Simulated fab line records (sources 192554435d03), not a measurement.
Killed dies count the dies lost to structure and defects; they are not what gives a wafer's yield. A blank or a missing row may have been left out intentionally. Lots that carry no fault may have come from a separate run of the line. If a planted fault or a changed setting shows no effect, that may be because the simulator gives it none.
Lot-split experiment | flow n5-finfet | 39 wafers read from 7 lots, route of 1938 steps

== THE SPLIT ==
At N5_DUMMY_GATE_ETCH_32 (etches SiO2 in CF4, target depth 3.5 nm, time 3.9 s), the setting time-s was moved away from the recipe's 3.9 s on 9 of the 39 wafers read, by -17.0% to +18.7%. For the rest of the wafers, this setting stayed at what the recipe calls for.

The reading comes from the split's own step.

== THE READING ==
etch.depth-nm (the simulator's own value, which no gauge read), in nm, at N5_DUMMY_GATE_ETCH_32 (etches SiO2 in CF4, target depth 3.5 nm, time 3.9 s). The file does not state a usual value for it. Average 3.494 nm, standard deviation 0.059 nm, over the 30 wafers here run with the recipe.

wafer  | tool, chamber at the split | time-s as run, s | against the recipe | etch.depth-nm, nm | against lot-mates on the recipe
L076.3 | rie-si-01, 0               | 3.9              | recipe             | 3.604             | -
L076.4 | rie-si-01, 3               | 3.9              | recipe             | 3.445             | -
L076.6 | rie-si-01, 2               | 3.9              | recipe             | 3.552             | -
L082.1 | rie-si-06, 3               | 3.9              | recipe             | 3.452             | -
L082.2 | rie-si-06, 0               | 3.9              | recipe             | 3.433             | -
L082.3 | rie-si-06, 1               | 3.9              | recipe             | 3.474             | -
L082.4 | rie-si-06, 2               | 3.247            | -16.7%             | 2.987             | -0.466
L082.5 | rie-si-06, 2               | 3.247            | -16.7%             | 2.979             | -0.474
L082.6 | rie-si-06, 1               | 3.247            | -16.7%             | 2.9               | -0.553
L083.1 | rie-si-06, 3               | 3.9              | recipe             | 3.521             | -
L083.2 | rie-si-06, 2               | 3.9              | recipe             | 3.584             | -
L083.3 | rie-si-06, 1               | 3.9              | recipe             | 3.502             | -
L083.4 | rie-si-06, 0               | 3.9              | recipe             | 3.408             | -
L083.5 | rie-si-06, 3               | 3.9              | recipe             | 3.488             | -
L083.6 | rie-si-06, 2               | 3.9              | recipe             | 3.616             | -
L086.1 | rie-si-06, 2               | 3.9              | recipe             | 3.575             | -
L086.2 | rie-si-06, 1               | 3.9              | recipe             | 3.49              | -
L086.3 | rie-si-06, 0               | 3.9              | recipe             | 3.442             | -
L086.4 | rie-si-06, 3               | 3.9              | recipe             | 3.468             | -
L086.5 | rie-si-06, 3               | 3.9              | recipe             | 3.45              | -
L086.6 | rie-si-06, 0               | 3.9              | recipe             | 3.398             | -
L089.1 | rie-si-01, 0               | 3.238            | -17.0%             | 2.938             | -0.552
L089.2 | rie-si-01, 1               | 3.238            | -17.0%             | 2.974             | -0.516
L089.3 | rie-si-01, 2               | 3.9              | recipe             | 3.497             | -
L089.4 | rie-si-01, 3               | 3.9              | recipe             | 3.469             | -
L089.5 | rie-si-01, 1               | 3.238            | -17.0%             | 2.969             | -0.521
L089.6 | rie-si-01, 2               | 3.9              | recipe             | 3.503             | -
L090.1 | rie-si-01, 0               | 3.9              | recipe             | 3.577             | -
L090.2 | rie-si-01, 2               | 4.629            | +18.7%             | 4.146             | +0.618
L090.3 | rie-si-01, 1               | 3.9              | recipe             | 3.555             | -
L090.4 | rie-si-01, 3               | 3.9              | recipe             | 3.453             | -
L090.5 | rie-si-01, 1               | 4.629            | +18.7%             | 4.256             | +0.728
L090.6 | rie-si-01, 2               | 4.629            | +18.7%             | 4.168             | +0.640
L093.1 | rie-si-01, 0               | 3.9              | recipe             | 3.514             | -
L093.2 | rie-si-01, 1               | 3.9              | recipe             | 3.54              | -
L093.3 | rie-si-01, 2               | 3.9              | recipe             | 3.495             | -
L093.4 | rie-si-01, 3               | 3.9              | recipe             | 3.412             | -
L093.5 | rie-si-01, 2               | 3.9              | recipe             | 3.492             | -
L093.6 | rie-si-01, 3               | 3.9              | recipe             | 3.419             | -

FIT RESULTS
A straight line over all 39 wafers: etch.depth-nm changes by +0.034 nm for each +1% of time-s; r = +0.98; the points scatter about the line by 0.06 nm.
The same after taking each lot's own level away (the mean of its wafers on the recipe; 39 wafers): +0.0325 nm for each +1%; r = +0.98; scatter 0.054 nm.
Per that fit: largest time-s move, reading shift of 0.61 nm.
Across the lots, their own levels run from 3.4530 to 3.5337 nm, a range of 1.4 times the standard deviation given above.
The two slopes agree, so the slope changes little with the lot-to-lot level.
Check: for one of the wafers moved furthest among these (+18.7%), held out of the fit, the line's prediction against its lot-mates is +0.617 nm. It came out at +0.618 nm against them.

== FURTHER SPLITS ON THESE WAFERS ==
Before the reading, these wafers also passed through other splits. Each is held against what the fit with the lots' levels taken away leaves over:
other split on the same wafers               | wafers away from the commonest value | r with etch.depth-nm (lot level and that fit taken away)
N5_PMOS_HMC_CHANNEL_EPI_FIN_RECESS_16 time-s | 15                                   | +0.01
N5_FIN_SAQP_ALD_61 temp-c                    | 15                                   | -0.02
N5_FIN_CUT_CUT_ETCH_26 time-s                | 15                                   | +0.08
N5_DUMMY_GATE_ETCH_31 target-depth-a         | 18                                   | +0.02

== FILE'S OWN FIT ==
etch.depth-nm changes by +0.0323 nm for each +1% of time-s, r = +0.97.
